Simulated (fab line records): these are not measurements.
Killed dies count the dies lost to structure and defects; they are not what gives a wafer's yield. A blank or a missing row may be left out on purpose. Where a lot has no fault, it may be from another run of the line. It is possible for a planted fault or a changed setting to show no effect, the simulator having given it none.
fab line records + flow nandHarc
[record]
- lots = 6
- wafers = 18
- lastDay = 33
route steps=1302 shown A_CONTACT@1089 END@1302
lots that met no fault: taken from a fault-free run of the same line
startH: start of the lot's first displayed wafer, in hours after the record's first day + waitH: hours elapsed since this lot's preceding step + " repeats the value in the row above + L1.1+2: a row that stands for several wafers + - no value present, or no start provided + * or withheld: withheld + < > ~ a bound
route shown NAME@n: names a module that has steps shown in the file, with the first one's number in the route + usual: the fault-free wafers' mean and standard deviation + same: alike in all rows + chamber/n: place in a boat + sites: per-site readings + _std_site: how widely they spread, as a standard deviation + _edge_site: the outer-site mean with the inner-site mean subtracted + radiusMm: for every site, how far away it sits from the centre of the wafer + mask NAME#n: copy n + behind: the most recent tool/chamber to have shaped the wafer + hold: reason for holding the lot/hours on hold/outcome of the hold + device: the transistor (n, p or np) that didn't switch + end of line: the route-end tests of the same wafers + a step given without rows: its recipe and nothing more + killed: count of dies lost to structure and defects at first sort (not the wafer's yield) + map: shows each die of a wafer: x if killed, . if not, _ if none is there
set.NAME: setting as actually run; set.NAME@STEP: the setting as run at that earlier step + model.NAME: the simulator's own value behind a step, which no gauge read
certain route steps with their lots: each step a table, each wafer a row
services: a tool's chamber out of use, with start hour (startH, from the record's first day; less than 0 if before it), hours out, and reason
[[steps]]
[step NHARC_A_CONTACT_ETCH_137]
[recipe]
- sourceW = withheld
- pressureMtorr = 20
- biasV = 1200
- timeS = 311
- targetDepthA = 19120
- arFlowSccm = withheld
- c4f8FlowSccm = withheld
- o2FlowSccm = withheld
- chemistry = C4F8/O2/Ar
[step NHARC_A_CONTACT_ETCH_138]
[recipe]
- sourceW = withheld
- pressureMtorr = 20
- biasV = 1200
- timeS = 311
- targetDepthA = 19140
- arFlowSccm = withheld
- c4f8FlowSccm = withheld
- o2FlowSccm = withheld
- chemistry = C4F8/O2/Ar
[same]
- timeS = 311
| lot.wafer | tool          | chamber | startH | waitH | rfHoursCounterH |
|-----------|---------------|---------|--------|-------|-----------------|
| L123.3    | harCapEtch-01 | 1       | 534.26 | 0.3   | -               |
| L123.5    | "             | 0       | "      | "     | -               |
| L123.6    | "             | 1       | "      | "     | -               |
| L124.1    | harCapEtch-02 | 0       | 544.36 | 0.2   | 96              |
| L124.2    | "             | 1       | "      | "     | 96              |
| L124.3    | "             | 1       | "      | "     | -               |
| L138.2    | harCapEtch-01 | 0       | 684.50 | 0.2   | 29              |
| L138.4    | "             | 1       | "      | "     | -               |
| L138.5    | "             | 1       | "      | "     | -               |
| L143.4    | harCapEtch-01 | 0       | 701.09 | 0.2   | -               |
| L143.5    | "             | 1       | "      | "     | -               |
| L143.6    | "             | 0       | "      | "     | -               |
| L141.2    | harCapEtch-01 | 0       | 704.66 | 0.2   | 34              |
| L141.4    | "             | 0       | "      | "     | -               |
| L141.6    | "             | 1       | "      | "     | -               |
| L144.1    | harCapEtch-03 | 0       | 752.47 | 0.2   | 93              |
| L144.4    | "             | 1       | "      | "     | -               |
| L144.3    | "             | 0       | "      | "     | -               |
[step NHARC_A_CONTACT_ETCH_139]
[recipe]
- sourceW = withheld
- pressureMtorr = 20
- biasV = 400
- timeS = 195
- targetDepthA = 8400
- arFlowSccm = withheld
- c4f8FlowSccm = 11.5
- o2FlowSccm = 7.2
- chemistry = C4F8/O2/Ar
[step NHARC_A_CONTACT_ETCH_92]
[recipe]
- targetDepthA = 400
- overEtchFrac = 0.5
- timeS = 85.7
- ionEnergyEv = 120
- ch3fFlowSccm = 50
- o2FlowSccm = 30
- arFlowSccm = 200
- rfW = 500
- biasW = 100
- chemistry = CH3F/O2
[usual]
- biasW = 100.0/0.32
- drypumpMotorCurrentA = 5.8/0.42
- oesProductAu = 0.942/0.028
- rfVppV = 244.7/1.5
- showerheadPlenumPTorr = 2.48/0.089
- throttleValvePct = 20.663/0.009
[same]
- timeS = 85.7
| lot.wafer | tool       | chamber | startH | waitH | biasW | drypumpMotorCurrentA | oesProductAu | rfHoursCounterH | rfVppV | showerheadPlenumPTorr | throttleValvePct |
|-----------|------------|---------|--------|-------|-------|----------------------|--------------|-----------------|--------|-----------------------|------------------|
| L123.3    | rieDiel-11 | 1       | 535.09 | 0.4   | 99.5  | 5.8                  | 1.007        | 28              | 244.5  | 2.36                  | 20.671           |
| L123.6    | "          | 1       | "      | "     | 99.6  | 5.8                  | 1.008        | -               | 244.0  | 2.36                  | 20.674           |
| L123.5    | "          | 2       | "      | "     | 100.0 | 5.8                  | 0.991        | -               | 247.7  | 2.65                  | 20.661           |
| L124.1    | rieDiel-04 | 3       | 545.19 | 0.5   | 99.5  | 5.0                  | 1.000        | 1               | 243.5  | 2.40                  | 20.664           |
| L124.2    | "          | 0       | "      | "     | 100.0 | 5.6                  | 1.004        | 1               | 244.9  | 2.53                  | 20.689           |
| L124.3    | "          | 2       | "      | "     | 100.6 | 6.0                  | 1.000        | 1               | 244.6  | 2.49                  | 20.655           |
| L138.2    | rieDiel-03 | 1       | 685.29 | 0.5   | 99.7  | 6.1                  | 0.930        | 4               | 245.5  | 2.55                  | 20.657           |
| L138.4    | "          | 2       | "      | "     | 100.2 | 5.9                  | 0.930        | 6               | 242.7  | 2.39                  | 20.651           |
| L138.5    | "          | 1       | "      | "     | 99.7  | 6.1                  | 0.933        | -               | 245.5  | 2.55                  | 20.673           |
| L143.4    | rieDiel-03 | 2       | 701.83 | 0.4   | 99.9  | 5.9                  | 0.938        | 8               | 243.4  | 2.39                  | 20.661           |
| L143.5    | "          | 3       | "      | "     | 99.1  | 6.5                  | 0.934        | -               | 245.5  | 2.53                  | 20.671           |
| L143.6    | "          | 0       | "      | "     | 100.0 | 5.3                  | 0.940        | -               | 244.9  | 2.47                  | 20.675           |
| L141.2    | rieDiel-03 | 3       | 705.52 | 0.5   | 99.4  | 6.5                  | 0.925        | 9               | 244.7  | 2.53                  | 20.655           |
| L141.4    | "          | 0       | "      | "     | 99.9  | 5.3                  | 0.920        | 8               | 244.4  | 2.47                  | 20.663           |
| L141.6    | "          | 1       | "      | "     | 100.0 | 6.1                  | 0.923        | -               | 246.0  | 2.55                  | 20.655           |
| L144.1    | rieDiel-04 | 3       | 753.26 | 0.5   | 100.5 | 5.0                  | 1.014        | 9               | 243.7  | 2.37                  | 20.651           |
| L144.3    | "          | 1       | "      | "     | 99.8  | 5.7                  | 1.005        | 11              | 243.2  | 2.48                  | 20.665           |
| L144.4    | "          | 2       | "      | "     | 100.1 | 6.0                  | 0.998        | 10              | 243.1  | 2.47                  | 20.659           |
[step NHARC_A_CONTACT_ETCH_98]
[recipe]
- targetDepthA = 200
- overEtchFrac = 0.5
- timeS = 10
- ionEnergyEv = 250
- c4f6FlowSccm = 25
- o2FlowSccm = 20
- arFlowSccm = 500
- rfW = 600
- biasW = 500
- chemistry = C4F6/O2
[usual]
- biasW = 499.6/1.5
- drypumpMotorCurrentA = 5.8/0.42
- oesProductAu = 0.961/0.021
- rfVppV = 547.4/2.9
- showerheadPlenumPTorr = 3.95/0.14
- throttleValvePct = 26.903/0.0098
[same]
- timeS = 10
| lot.wafer | tool       | chamber | startH | waitH | biasW | drypumpMotorCurrentA | oesProductAu | rfHoursCounterH | rfVppV | showerheadPlenumPTorr | throttleValvePct |
|-----------|------------|---------|--------|-------|-------|----------------------|--------------|-----------------|--------|-----------------------|------------------|
| L123.3    | rieDiel-11 | 3       | -      | -     | 499.1 | 5.7                  | 1.006        | 32              | 550.7  | 4.04                  | 26.907           |
| L123.5    | "          | 0       | "      | "     | 499.7 | 5.4                  | 1.009        | -               | 542.2  | 3.66                  | 26.897           |
| L123.6    | "          | 1       | "      | "     | 498.1 | 5.8                  | 1.010        | -               | 546.0  | 3.78                  | 26.892           |
| L124.2    | rieDiel-04 | 3       | -      | -     | 501.5 | 5.0                  | 0.996        | 1               | 544.3  | 3.83                  | 26.897           |
| L124.1    | "          | 0       | "      | "     | 502.3 | 5.6                  | 0.998        | 1               | 547.4  | 4.03                  | 26.903           |
| L124.3    | "          | 1       | "      | "     | 498.5 | 5.7                  | 0.991        | 1               | 549.6  | 4.00                  | 26.901           |
| L138.2    | rieDiel-03 | 1       | -      | -     | 496.9 | 6.1                  | 0.970        | 4               | 550.8  | 4.06                  | 26.911           |
| L138.4    | "          | 0       | "      | "     | 498.5 | 5.3                  | 0.956        | 5               | 548.2  | 3.94                  | 26.894           |
| L138.5    | "          | 2       | "      | "     | 500.8 | 5.9                  | 0.953        | -               | 544.4  | 3.82                  | 26.910           |
| L143.4    | rieDiel-03 | 2       | -      | -     | 497.0 | 5.9                  | 0.981        | 8               | 544.1  | 3.81                  | 26.912           |
| L143.6    | "          | 0       | "      | "     | 499.3 | 5.3                  | 0.965        | -               | 546.6  | 3.94                  | 26.908           |
| L143.5    | "          | 1       | "      | "     | 499.5 | 6.1                  | 0.973        | -               | 550.7  | 4.06                  | 26.906           |
| L141.2    | rieDiel-03 | 2       | -      | -     | 500.1 | 5.9                  | 0.963        | 9               | 542.4  | 3.81                  | 26.903           |
| L141.4    | "          | 0       | "      | "     | 499.5 | 5.3                  | 0.943        | 8               | 546.5  | 3.94                  | 26.903           |
| L141.6    | "          | 3       | "      | "     | 499.5 | 6.5                  | 0.944        | -               | 549.0  | 4.03                  | 26.903           |
| L144.1    | rieDiel-04 | 0       | -      | -     | 500.1 | 5.6                  | 1.007        | 10              | 548.2  | 3.98                  | 26.891           |
| L144.4    | "          | 1       | "      | "     | 498.7 | 5.7                  | 0.990        | 11              | 548.0  | 3.96                  | 26.907           |
| L144.3    | "          | 2       | "      | "     | 500.0 | 6.0                  | 0.993        | 10              | 546.8  | 3.94                  | 26.906           |
[step NHARC_A_CONTACT_CD_MEAS_15]
[usual]
- cdNm = 190.0/0.52
| lot.wafer | tool     | chamber | startH | waitH | cdNm  |
|-----------|----------|---------|--------|-------|-------|
| L123.3    | cdSem-02 | -       | 535.31 | -     | 189.2 |
| L123.5    | "        | -       | "      | "     | 190.1 |
| L123.6    | "        | -       | "      | "     | 190.0 |
| L124.1    | cdSem-03 | -       | 545.41 | -     | 189.8 |
| L124.2    | "        | -       | "      | "     | 189.9 |
| L124.3    | "        | -       | "      | "     | 189.9 |
| L138.2    | cdSem-01 | -       | 685.50 | -     | 189.0 |
| L138.4    | "        | -       | "      | "     | 189.0 |
| L138.5    | "        | -       | "      | "     | 189.4 |
| L143.4    | cdSem-01 | -       | 702.01 | -     | 189.2 |
| L143.5    | "        | -       | "      | "     | 189.3 |
| L143.6    | "        | -       | "      | "     | 189.0 |
| L141.2    | cdSem-02 | -       | 705.71 | -     | 189.8 |
| L141.4    | "        | -       | "      | "     | 190.6 |
| L141.6    | "        | -       | "      | "     | 190.3 |
| L144.1    | cdSem-01 | -       | 753.48 | -     | 190.7 |
| L144.3    | "        | -       | "      | "     | 191.1 |
| L144.4    | "        | -       | "      | "     | 190.4 |
[step NHARC_A_CONTACT_STRIP_107]
[recipe]
- n2FlowSccm = 150
- h2FlowSccm = 150
- arFlowSccm = 0
- biasW = 0
- chemistry = N2/H2
[step NHARC_A_CONTACT_STRIP_108]
[recipe]
- cf4FlowSccm = 100
- chf3FlowSccm = 30
- arFlowSccm = 0
- biasW = 0
- chemistry = CF4/CHF3
[step NHARC_A_CONTACT_STRIP_109]
[recipe]
- o2FlowSccm = 400
- cosFlowSccm = 20
- arFlowSccm = 0
- biasW = 0
- chemistry = O2/COS
[step NHARC_A_CONTACT_ETCH_110]
[recipe]
- targetDepthA = 600
- overetchA = 60
- timeS = 33
- ionEnergyEv = 100
- cf4FlowSccm = 80
- o2FlowSccm = 20
- arFlowSccm = 0
- rfW = 300
- biasW = 100
- chemistry = CF4/O2
[usual]
- biasW = 99.98/0.3
- drypumpMotorCurrentA = 5.8/0.43
- oes_f_703_au = 1.000/0.005
- oes_o_777_au = 1.000/0.0052
- oesProductAu = 1.003/0.0078
- rfVppV = 198.1/1.2
- showerheadPlenumPTorr = 1.35/0.041
- throttleValvePct = 13.399/0.0099
[same]
- timeS = 33
| lot.wafer | tool       | chamber | startH | waitH | biasW  | drypumpMotorCurrentA | oes_f_703_au | oes_o_777_au | oesProductAu | rfHoursCounterH | rfVppV | showerheadPlenumPTorr | throttleValvePct |
|-----------|------------|---------|--------|-------|--------|----------------------|--------------|--------------|--------------|-----------------|--------|-----------------------|------------------|
| L123.3    | rieDiel-03 | 2       | 535.75 | 0.2   | 99.55  | 5.9                  | 0.999        | 0.995        | 1.003        | 11              | 197.6  | 1.30                  | 13.392           |
| L123.5    | "          | 2       | "      | "     | 99.92  | 5.9                  | 0.999        | 0.984        | 1.002        | -               | 196.4  | 1.30                  | 13.400           |
| L123.6    | "          | 3       | "      | "     | 100.37 | 6.5                  | 0.996        | 1.000        | 1.005        | -               | 198.4  | 1.38                  | 13.389           |
| L124.2    | rieDiel-04 | 0       | 545.70 | 0.1   | 100.26 | 5.6                  | 0.990        | 1.005        | 1.008        | 1               | 199.1  | 1.37                  | 13.395           |
| L124.1    | "          | 1       | "      | "     | 100.43 | 5.7                  | 1.003        | 1.007        | 1.011        | 1               | 199.1  | 1.36                  | 13.401           |
| L124.3    | "          | 2       | "      | "     | 100.32 | 6.0                  | 0.995        | 0.993        | 1.005        | 1               | 197.6  | 1.35                  | 13.397           |
| L138.4    | rieDiel-03 | 1       | 685.79 | 0.0   | 100.15 | 6.1                  | 1.001        | 1.003        | 1.008        | 4               | 199.7  | 1.39                  | 13.400           |
| L138.2    | "          | 3       | "      | "     | 99.92  | 6.5                  | 0.998        | 1.007        | 0.998        | 6               | 198.4  | 1.37                  | 13.397           |
| L138.5    | "          | 2       | "      | "     | 99.73  | 5.9                  | 0.997        | 0.997        | 0.998        | -               | 197.5  | 1.30                  | 13.398           |
| L143.4    | rieDiel-04 | 1       | 702.29 | 0.1   | 100.23 | 5.7                  | 0.995        | 0.997        | 1.004        | 60              | 199.2  | 1.35                  | 13.380           |
| L143.5    | "          | 1       | "      | "     | 100.07 | 5.7                  | 1.000        | 0.995        | 0.989        | -               | 197.1  | 1.35                  | 13.384           |
| L143.6    | "          | 2       | "      | "     | 99.51  | 6.0                  | 1.004        | 1.000        | 0.999        | -               | 198.7  | 1.34                  | 13.395           |
| L141.4    | rieDiel-11 | 3       | 706.00 | 0.1   | 100.06 | 5.7                  | 0.994        | 0.994        | 1.005        | 30              | 198.7  | 1.36                  | 13.382           |
| L141.2    | "          | 0       | "      | "     | 99.61  | 5.3                  | 0.998        | 0.997        | 1.013        | 24              | 198.0  | 1.44                  | 13.383           |
| L141.6    | "          | 3       | "      | "     | 99.89  | 5.7                  | 1.007        | 1.009        | 0.993        | -               | 201.3  | 1.36                  | 13.389           |
| L144.3    | rieDiel-04 | 1       | 754.10 | 0.1   | 100.82 | 5.7                  | 0.996        | 1.002        | 1.005        | 11              | 197.7  | 1.35                  | 13.392           |
| L144.1    | "          | 3       | "      | "     | 99.22  | 4.9                  | 1.000        | 0.994        | 1.022        | 10              | 197.3  | 1.29                  | 13.398           |
| L144.4    | "          | 0       | "      | "     | 100.36 | 5.6                  | 0.999        | 1.002        | 1.005        | 11              | 199.6  | 1.36                  | 13.412           |
[step NHARC_A_CONTACT_STRIP_26]
[recipe]
- o2FlowSccm = 500
- arFlowSccm = 0
- biasW = 0
- chemistry = O2
[step NHARC_A_CONTACT_STRIP_27]
[recipe]
- timeS = 600
- tempC = 30
- chemistry = postEtchResidueRemover
[step NHARC_A_CONTACT_ALD_18]
[recipe]
- targetThkA = 30
- pulseTimeS = 1
- aldCycles = 150
- tempC = 450
- material = TiN
[usual]
- aldCycles = 150/0
- heaterPowerOuterW = 729/87
- heaterPowerW = 1134/110
- precursorPulseHeightRel = 1.002/0.022
- susceptorTempC = 449.99/0.23
| lot.wafer | tool        | chamber | startH | waitH | aldCycles | heaterPowerOuterW | heaterPowerW | precursorPulseHeightRel | susceptorTempC |
|-----------|-------------|---------|--------|-------|-----------|-------------------|--------------|-------------------------|----------------|
| L123.3    | aldMetal-02 | 2       | 536.39 | -     | 150       | 734               | 1116         | 1.037                   | 450.02         |
| L123.6    | "           | 2       | "      | "     | 150       | 756               | 1140         | 0.979                   | 450.00         |
| L123.5    | "           | 3       | "      | "     | 150       | 787               | 1160         | 0.998                   | 449.76         |
| L124.2    | aldMetal-01 | 0       | 546.41 | -     | 150       | 779               | 1088         | 1.004                   | 449.78         |
| L124.3    | "           | 2       | "      | "     | 150       | 793               | 1165         | 0.994                   | 449.86         |
| L124.1    | "           | 3       | "      | "     | 150       | 598               | 1005         | 1.010                   | 450.04         |
| L138.4    | aldMetal-02 | 1       | 686.43 | -     | 150       | 635               | 996          | 0.947                   | 450.44         |
| L138.2    | "           | 0       | "      | "     | 66        | 659               | 1021         | 1.000                   | 449.98         |
| L138.5    | "           | 1       | "      | "     | 150       | 638               | 973          | 1.016                   | 449.83         |
| L143.4    | aldMetal-04 | 1       | 702.99 | -     | 150       | 807               | 1301         | 1.013                   | 450.03         |
| L143.5    | "           | 3       | "      | "     | 150       | 886               | 1274         | 1.013                   | 449.97         |
| L143.6    | "           | 0       | "      | "     | 150       | 672               | 1086         | 1.026                   | 450.22         |
| L141.4    | aldMetal-02 | 2       | 706.65 | -     | 150       | 667               | 1037         | 1.026                   | 450.00         |
| L141.2    | "           | 0       | "      | "     | 66        | 651               | 1009         | 0.978                   | 450.07         |
| L141.6    | "           | 3       | "      | "     | 150       | 758               | 1119         | 1.006                   | 449.71         |
| L144.4    | aldMetal-04 | 2       | 754.89 | -     | 150       | 729               | 1147         | 0.960                   | 449.51         |
| L144.1    | "           | 3       | "      | "     | 150       | 862               | 1295         | 1.038                   | 450.18         |
| L144.3    | "           | 0       | "      | "     | 150       | 652               | 1098         | 1.032                   | 450.23         |
[step NHARC_A_CONTACT_CVD_19]
[recipe]
- targetThkA = 3000
- tempC = 300
- pressureTorr = 40
- wf6FlowSccm = 40
- h2FlowSccm = 1600
- arFlowSccm = 1560
- timeS = 802
- material = W
[usual]
- heaterPowerOuterW = 245/23
- heaterPowerW = 446/41
- mfcH2Sccm = 1601/5.1
- susceptorTempC = 299.99/0.18
- throttleValvePct = 7.95/0.26
[same]
- timeS = 802
| lot.wafer | tool    | chamber | startH | waitH | heaterPowerOuterW | heaterPowerW | mfcH2Sccm | susceptorTempC | throttleValvePct |
|-----------|---------|---------|--------|-------|-------------------|--------------|-----------|----------------|------------------|
| L123.3    | cvdW-02 | 0       | -      | -     | 254               | 495          | 1604      | 300.24         | 7.28             |
| L123.5    | "       | 1       | "      | "     | 267               | 471          | 1595      | 300.08         | 7.79             |
| L123.6    | "       | 0       | "      | "     | 259               | 509          | 1597      | 300.01         | 7.95             |
| L124.2    | cvdW-01 | 1       | -      | -     | 221               | 392          | 1589      | 300.15         | 7.81             |
| L124.1    | "       | 0       | "      | "     | 239               | 438          | 1598      | 300.04         | 8.29             |
| L124.3    | "       | 1       | "      | "     | 225               | 401          | 1582      | 299.86         | 7.91             |
| L138.2    | cvdW-02 | 1       | -      | -     | 266               | 451          | 1598      | -              | 7.88             |
| L138.4    | "       | 0       | "      | "     | 252               | 482          | 1605      | -              | 7.71             |
| L138.5    | "       | 1       | "      | "     | 261               | 463          | 1606      | -              | 8.00             |
| L143.4    | cvdW-01 | 0       | -      | -     | 236               | 427          | 1605      | 300.21         | 8.39             |
| L143.5    | "       | 1       | "      | "     | 203               | 397          | 1604      | 299.97         | 8.26             |
| L143.6    | "       | 0       | "      | "     | 242               | 435          | 1608      | 299.89         | 8.53             |
| L141.2    | cvdW-01 | 1       | -      | -     | 204               | 384          | 1610      | -              | 7.70             |
| L141.4    | "       | 0       | "      | "     | 236               | 420          | 1606      | -              | 8.32             |
| L141.6    | "       | 1       | "      | "     | 207               | 400          | 1606      | -              | 7.64             |
| L144.1    | cvdW-01 | 1       | -      | -     | 212               | 385          | 1600      | 299.93         | 7.74             |
| L144.3    | "       | 1       | "      | "     | 213               | 377          | 1592      | 299.82         | 7.80             |
| L144.4    | "       | 1       | "      | "     | 211               | 397          | 1597      | 299.90         | 7.89             |
[step NHARC_END_SORT_01]
[recipe]
- tempC = 25
[usual]
- killedAtArray = 62/16
- killedAtOther = 0.8/1.1
- killedAtPeriphery = 4/3.2
- killedDies = 67/16
- killedOpen = 3.5/1.9
- killedShort = 2.1/1.5
[same]
- grossDies = 677
| lot.wafer | tool      | chamber | startH | waitH | killedAtArray | killedAtOther | killedAtPeriphery | killedDies | killedOpen | killedShort |
|-----------|-----------|---------|--------|-------|---------------|---------------|-------------------|------------|------------|-------------|
| L124.1    | prober-02 | 0       | 594.09 | 2.5   | 24            | 2             | 1                 | 27         | 1          | 3           |
| L124.2    | prober-02 | 0       | 594.89 | 2.8   | 23            | 1             | 2                 | 26         | 3          | 2           |
| L124.3    | prober-02 | 0       | 595.68 | 3.1   | 22            | 1             | 2                 | 25         | 3          | 3           |
| L138.2    | prober-01 | 0       | 733.04 | 2.8   | 669           | 0             | 8                 | 677        | 4          | 0           |
| L141.2    | prober-01 | 0       | 749.20 | 2.8   | 675           | 1             | 1                 | 677        | 2          | 1           |
// killed by level:class
L124.1 A_CHANNEL_HOLE_D2:chamberFilmFlake=11 A_STAIRCASE:chamberFilmFlake=5 A_M1:chamberFilmFlake=2 A_ONON_D1:geometricParticle:short=1 A_CHANNEL_FILL_D1:geometricParticle:open=1 A_CHANNEL_FILL_D2:geometricParticle:short=1 A_WL_FILL:geometricParticle:short=1 P_GATE:chamberFilmFlake=1
L124.2 A_CHANNEL_HOLE_D2:chamberFilmFlake=8 A_M1:chamberFilmFlake=5 A_CHANNEL_HOLE_D1:chamberFilmFlake=2 A_STAIRCASE:chamberFilmFlake=2 A_ONON_D1:geometricParticle:short=1 A_CHANNEL_FILL_D1:geometricParticle:short=1 A_CHANNEL_FILL_D2:geometricParticle:open=1 A_WL_FILL:geometricParticle:open=1
L124.3 A_CHANNEL_HOLE_D2:chamberFilmFlake=8 A_CONTACT:chamberFilmFlake=4 A_M1:chamberFilmFlake=4 P_STI:geometricParticle:open=1 P_CONTACT:geometricParticle:short=1 A_ONON_D1:geometricParticle:short=1 A_WL_FILL:geometricParticle:short=1 A_WL_FILL:geometricParticle:open=1
L138.2 A_CONTACT:areaAld=580 A_CHANNEL_HOLE_D1:chamberFilmFlake=41 A_SLIT:chamberFilmFlake=34 P_CONTACT:chamberFilmFlake=5 A_BLC:chamberFilmFlake=5 P_GATE:chamberFilmFlake=2 A_DECK1_JOINT:chamberFilmFlake=2 P_GATE:geometricParticle:open=1
L141.2 A_CONTACT:areaAld=591 A_CHANNEL_HOLE_D1:chamberFilmFlake=38 A_SLIT:chamberFilmFlake=32 A_STAIRCASE:chamberFilmFlake=5 A_CONTACT:chamberFilmFlake=4 A_DECK1_JOINT:chamberFilmFlake=2 P_CONTACT:geometricParticle:open=1 A_ONON_D1:geometricParticle:short=1
// map L138.2 (x killed, . not)
____________x____________
_________xxxxxxx_________
_______xxxxxxxxxxx_______
______xxxxxxxxxxxxx______
_____xxxxxxxxxxxxxxx_____
____xxxxxxxxxxxxxxxxx____
____xxxxxxxxxxxxxxxxx____
___xxxxxxxxxxxxxxxxxxx___
___xxxxxxxxxxxxxxxxxxx___
__xxxxxxxxxxxxxxxxxxxxx__
__xxxxxxxxxxxxxxxxxxxxx__
_xxxxxxxxxxxxxxxxxxxxxxx_
_xxxxxxxxxxxxxxxxxxxxxxx_
_xxxxxxxxxxxxxxxxxxxxxxx_
_xxxxxxxxxxxxxxxxxxxxxxx_
_xxxxxxxxxxxxxxxxxxxxxxx_
xxxxxxxxxxxxxxxxxxxxxxxxx
xxxxxxxxxxxxxxxxxxxxxxxxx
xxxxxxxxxxxxxxxxxxxxxxxxx
xxxxxxxxxxxxxxxxxxxxxxxxx
xxxxxxxxxxxxxxxxxxxxxxxxx
_xxxxxxxxxxxxxxxxxxxxxxx_
_xxxxxxxxxxxxxxxxxxxxxxx_
_xxxxxxxxxxxxxxxxxxxxxxx_
_xxxxxxxxxxxxxxxxxxxxxxx_
_xxxxxxxxxxxxxxxxxxxxxxx_
__xxxxxxxxxxxxxxxxxxxxx__
__xxxxxxxxxxxxxxxxxxxxx__
___xxxxxxxxxxxxxxxxxxx___
___xxxxxxxxxxxxxxxxxxx___
____xxxxxxxxxxxxxxxxx____
____xxxxxxxxxxxxxxxxx____
_____xxxxxxxxxxxxxxx_____
______xxxxxxxxxxxxx______
_______xxxxxxxxxxx_______
_________xxxxxxx_________
____________x____________
// map L141.2 (x killed, . not)
____________x____________
_________xxxxxxx_________
_______xxxxxxxxxxx_______
______xxxxxxxxxxxxx______
_____xxxxxxxxxxxxxxx_____
____xxxxxxxxxxxxxxxxx____
____xxxxxxxxxxxxxxxxx____
___xxxxxxxxxxxxxxxxxxx___
___xxxxxxxxxxxxxxxxxxx___
__xxxxxxxxxxxxxxxxxxxxx__
__xxxxxxxxxxxxxxxxxxxxx__
_xxxxxxxxxxxxxxxxxxxxxxx_
_xxxxxxxxxxxxxxxxxxxxxxx_
_xxxxxxxxxxxxxxxxxxxxxxx_
_xxxxxxxxxxxxxxxxxxxxxxx_
_xxxxxxxxxxxxxxxxxxxxxxx_
xxxxxxxxxxxxxxxxxxxxxxxxx
xxxxxxxxxxxxxxxxxxxxxxxxx
xxxxxxxxxxxxxxxxxxxxxxxxx
xxxxxxxxxxxxxxxxxxxxxxxxx
xxxxxxxxxxxxxxxxxxxxxxxxx
_xxxxxxxxxxxxxxxxxxxxxxx_
_xxxxxxxxxxxxxxxxxxxxxxx_
_xxxxxxxxxxxxxxxxxxxxxxx_
_xxxxxxxxxxxxxxxxxxxxxxx_
_xxxxxxxxxxxxxxxxxxxxxxx_
__xxxxxxxxxxxxxxxxxxxxx__
__xxxxxxxxxxxxxxxxxxxxx__
___xxxxxxxxxxxxxxxxxxx___
___xxxxxxxxxxxxxxxxxxx___
____xxxxxxxxxxxxxxxxx____
____xxxxxxxxxxxxxxxxx____
_____xxxxxxxxxxxxxxx_____
______xxxxxxxxxxxxx______
_______xxxxxxxxxxx_______
_________xxxxxxx_________
____________x____________
[[services]]
| tool          | chamber | startH | hours | kind   |
|---------------|---------|--------|-------|--------|
| aldMetal-04   | 0       | 523.56 | 37.4  | repair |
| aldMetal-04   | 2       | 526.62 | 28.0  | repair |
| harCapEtch-01 | -       | 531.32 | 0.4   | repair |
| rieDiel-04    | -       | 531.90 | 9.0   | pm     |
| cvdW-02       | -       | 534.14 | 1.1   | repair |
| harCapEtch-01 | -       | 536.09 | 5.5   | repair |
| cvdW-01       | -       | 547.35 | 13.0  | pm     |
| cvdW-02       | 0       | 565.73 | 1.8   | repair |
| aldMetal-02   | -       | 570.42 | 0.6   | repair |
| rieDiel-03    | 0       | 583.13 | 5.1   | repair |
| rieDiel-11    | 1       | 593.13 | 14.8  | repair |
| cvdW-01       | 1       | 603.71 | 2.9   | repair |
| aldMetal-02   | -       | 610.00 | 10.0  | pm     |
| rieDiel-11    | -       | 612.05 | 9.0   | pm     |
| rieDiel-11    | 3       | 632.52 | 1.7   | repair |
| cvdW-01       | 0       | 633.12 | 6.6   | repair |
| rieDiel-03    | -       | 635.30 | 9.0   | pm     |
| rieDiel-04    | -       | 708.90 | 9.0   | pm     |
| rieDiel-11    | 2       | 714.40 | 3.5   | repair |
| rieDiel-03    | 0       | 718.40 | 1.2   | repair |
| cvdW-01       | -       | 728.35 | 13.0  | pm     |
| cvdW-01       | 0       | 751.24 | 11.9  | repair |
| rieDiel-04    | 3       | 754.43 | 7.5   | repair |
| rieDiel-11    | 2       | 754.70 | 10.1  | repair |
[[key]]
[firstSign]
- step = NHARC_A_CONTACT_ALD_18
- reading = aldCycles
- direction = down
- sigmas = 99+
- usual = 150
- struck = 66
[effect]
- step = NHARC_END_SORT_01
- reading = killedAtArray
- direction = up
- sigmas = 37
- usual = 62
- struck = 672
[moreKillsBornAt]
- NHARC_A_CONTACT_ALD_18@aldMetal-02 = 1171
metAt NHARC_A_CONTACT_ALD_18
struckWafers L138.2,L141.2
laterRowsLeftOut L138.2,L141.2
testerLeftOut L138,L141
[fault]
- kind = processParameterDrift
- tool = aldMetal-02
- chamber = 0
- onsetH = 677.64
- steps = NHARC_A_CONTACT_ALD_18
- channel = aldCycles
- offset = -84
- shape = step
- endH = 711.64
- actsIn = theseRecipesOnly
- stated = 150
// testerLeftOut: of these lots the tester's yield and bins aren't shown, on N5 and GAA mostly nor the transistor test; their killed dies are dies lost to structure and defects alone, not to doping, threshold or leakage, so they don't give the yield
// laterRowsLeftOut: the simulator's readings of these wafers behind a module that went badly wrong aren't trusted and aren't shown, but for the sort
